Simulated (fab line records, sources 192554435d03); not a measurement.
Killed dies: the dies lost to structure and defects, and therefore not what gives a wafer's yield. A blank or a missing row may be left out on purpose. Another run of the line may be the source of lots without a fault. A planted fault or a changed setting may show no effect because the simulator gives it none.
The same fault as seen by 3 desks + flow n5Finfet + what lay behind the numbers comes last; until then each desk has only its own

== THE TOOL OWNER'S DESK: aldSin-02 ==
The tool's own readings at N5_SDB_ALD_29 (deposits SiNx, target thk 30 nm, pulse time 1 s, ald cycles 600): means of the sampled wafers that have a number, for each lot that ran on this tool. The brackets show how far a lot's mean lies from the usual mean; more than 4 standard deviations puts the lot out of limits, marked OUT.
Columns: A = heaterPowerW at N5_SDB_ALD_29, usual 830 W; B = precursorPulseHeightRel at N5_SDB_ALD_29, usual 1.001
| lot  | first seen here | A   | B     |
|------|-----------------|-----|-------|
| L452 | day 4 01:02     | 817 | 0.993 |
| L453 | day 4 04:44     | 778 | 0.992 |
| L455 | day 4 14:46     | 792 | 1.000 |
| L456 | day 4 23:40     | 819 | 1.000 |
| L465 | day 7 04:34     | 846 | 1.018 |
| L466 | day 7 11:36     | 799 | 1.006 |
| L467 | day 7 19:10     | 878 | 1.020 |
This desk's finding: nothing out of limits on any of the 7 lots.

== THE DEFECT DESK ==
Inspection counts along the route, by lot: the mean over sampled wafers that carry a number. The brackets show how far a lot's mean lies from the usual mean; more than 4 standard deviations puts the lot out of limits, marked OUT.
Columns: A = rawDefectCount at N5_SDB_INSPECT_36, usual 39
| lot  | first seen here | A  |
|------|-----------------|----|
| L452 | day 4 04:05     | 35 |
| L453 | day 4 07:47     | 41 |
| L455 | day 4 17:49     | 32 |
| L456 | day 5 02:43     | 25 |
| L465 | day 7 06:16     | 36 |
| L466 | day 7 13:19     | 24 |
| L467 | day 7 20:52     | 18 |
| L469 | day 8 08:14     | 46 |
| L471 | day 8 20:59     | 33 |
| L473 | day 9 05:09     | 34 |
| L475 | day 9 16:27     | 41 |
This desk's finding: nothing out of limits on any of the 11 lots.

== AT THE METROLOGY DESK ==
What the gauges read for every lot (on any tool): the sampled wafers with a number, averaged. The brackets show how far a lot's mean lies from the usual mean; more than 4 standard deviations puts the lot out of limits, marked OUT. 7 of its 12 readings are shown, namely those furthest out on some lot.
Columns: A = thkNm at N5_ILD0_THK_MEAS_13, usual 17.9 nm; B = SDB_THK at N5_SDB_THK_MEAS_31, usual 64.2 nm; C = DIBL_P at N5_BEOL_M4_RC_MEAS_101, usual 36.1 mV/V; D = ION_N at N5_BEOL_M4_RC_MEAS_101, usual 675 uA/um; E = ION_P at N5_BEOL_M4_RC_MEAS_101, usual 464 uA/um; F = SS_P at N5_BEOL_M4_RC_MEAS_101, usual 73.3 mV/dec; G = VT_N at N5_BEOL_M4_RC_MEAS_101, usual 249 mV
| lot  | first seen here | A    | B    | C    | D   | E   | F    | G   |
|------|-----------------|------|------|------|-----|-----|------|-----|
| L452 | day 3 23:06     | 18.6 | 63.9 | 36.8 | 661 | 460 | 73.1 | 252 |
| L453 | day 4 03:20     | 17.6 | 65.6 | 35.3 | 667 | 455 | 72.8 | 251 |
| L455 | day 4 12:59     | 18.1 | 64.3 | 36.0 | 664 | 460 | 73.2 | 251 |
| L456 | day 4 22:02     | 17.8 | 65.2 | 35.6 | 679 | 467 | 72.8 | 249 |
| L465 | day 7 01:47     | 16.6 | 62.7 | 36.3 | 666 | 464 | 73.5 | 252 |
| L466 | day 7 08:56     | 18.6 | 64.1 | 36.0 | 689 | 461 | 73.8 | 246 |
| L467 | day 7 16:13     | 17.5 | 64.1 | 34.2 | 675 | 463 | 73.2 | 250 |
| L469 | day 8 03:47     | 18.1 | 63.2 | 37.4 | 671 | 458 | 73.6 | 251 |
| L471 | day 8 16:30     | 17.5 | 65.6 | 38.9 | 673 | 463 | 74.5 | 249 |
| L473 | day 9 00:22     | 17.2 | 63.9 | 35.6 | 669 | 456 | 72.8 | 250 |
| L475 | day 9 12:00     | 17.5 | 61.8 | 36.4 | 683 | 470 | 73.1 | 246 |
This desk's finding: nothing out of limits on any of the 11 lots.

== ALL TOGETHER ==
The tool owner's desk saw nothing out of limits.
Nothing the defect desk looked at was out of limits.
Nothing out of limits was seen by the metrology desk.

== WHAT HAD BEEN PUT IN BY THE SIMULATOR ==
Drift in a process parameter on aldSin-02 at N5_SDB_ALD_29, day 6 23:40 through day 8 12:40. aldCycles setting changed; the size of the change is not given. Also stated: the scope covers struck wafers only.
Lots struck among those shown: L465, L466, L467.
